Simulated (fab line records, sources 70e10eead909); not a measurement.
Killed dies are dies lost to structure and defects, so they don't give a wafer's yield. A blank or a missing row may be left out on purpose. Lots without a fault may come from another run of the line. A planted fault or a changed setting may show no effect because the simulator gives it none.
Chamber matching | flow nand_harc | NHARC_P_M2_STRIP_18 on rie_diel-04: 4 sister chambers
The step strips in N2/H2. 16 wafers are shown with their chamber, then 8 later ones without.

WAFERS WITH THEIR CHAMBER
wafer  | chamber | showerhead_plenum_p_Torr (Torr) | drypump_motor_current_A (A) | oes_product_au (a.u.)
L081.2 | 1       | 2.03                            | 5.88                        | 1.000
L081.3 | 2       | 2.02                            | 5.66                        | 1.006
L081.4 | 0       | 1.92                            | 5.56                        | 1.007
L085.4 | 3       | 2.06                            | 4.94                        | 0.990
L085.5 | 2       | 2.02                            | 5.65                        | 1.008
L085.6 | 3       | 2.06                            | 4.94                        | 1.004
L087.4 | 1       | 2.03                            | 5.84                        | 1.003
L087.5 | 0       | 1.91                            | 5.55                        | 1.007
L087.6 | 3       | 2.06                            | 4.96                        | 0.984
L089.2 | 3       | 2.05                            | 4.95                        | 0.990
L089.3 | 2       | 2.02                            | 5.61                        | 1.013
L089.6 | 0       | 1.91                            | 5.54                        | 0.999
L091.1 | 1       | 2.03                            | 5.86                        | 1.002
L091.3 | 0       | 1.91                            | 5.56                        | 0.996
L091.4 | 2       | 2.02                            | 5.63                        | 1.002
L092.2 | 1       | 2.03                            | 5.91                        | 1.014

SIGNATURES (means of the wafers above)
reading                  | chamber 0 | chamber 1 | chamber 2 | chamber 3 | scatter within a chamber
showerhead_plenum_p_Torr | 1.9125    | 2.0300    | 2.0200    | 2.0575    | 0.00354
drypump_motor_current_A  | 5.5525    | 5.8725    | 5.6375    | 4.9475    | 0.0198
oes_product_au           | 1.00225   | 1.00475   | 1.00725   | 0.99200   | 0.0064
Rule: a wafer's distance from a chamber is the root of the sum, over the readings, of the square of ((its reading less the chamber's mean) divided by the reading's scatter). The wafer belongs to the nearest chamber; if the next one is less than 2 further off, it can't be placed. The scatter: the root of (the sum of the squares of (reading less its chamber's mean) over the shown wafers, divided by (wafers less chambers)).

WAFERS WITHOUT THEIR CHAMBER
wafer  | showerhead_plenum_p_Torr (Torr) | drypump_motor_current_A (A) | oes_product_au (a.u.)
L092.5 | 2.03                            | 5.92                        | 1.007
L092.6 | 2.02                            | 5.62                        | 1.004
L094.1 | 2.02                            | 5.62                        | 1.010
L094.5 | 1.91                            | 5.55                        | 1.000
L094.6 | 2.03                            | 5.90                        | 1.007
L095.1 | 2.02                            | 5.66                        | 1.003
L095.2 | 2.03                            | 5.88                        | 1.003
L095.6 | 2.03                            | 5.85                        | 1.004

WHICH CHAMBER EACH WENT THROUGH
wafer  | from the rows above | in truth
L092.5 | 1                   | 1
L092.6 | 2                   | 2
L094.1 | 2                   | 2
L094.5 | 0                   | 0
L094.6 | 1                   | 1
L095.1 | 2                   | 2
L095.2 | 1                   | 1
L095.6 | 1                   | 1
Placed correctly: 8 of 8. Can't be placed from these rows: 0. Placed wrongly: 0.
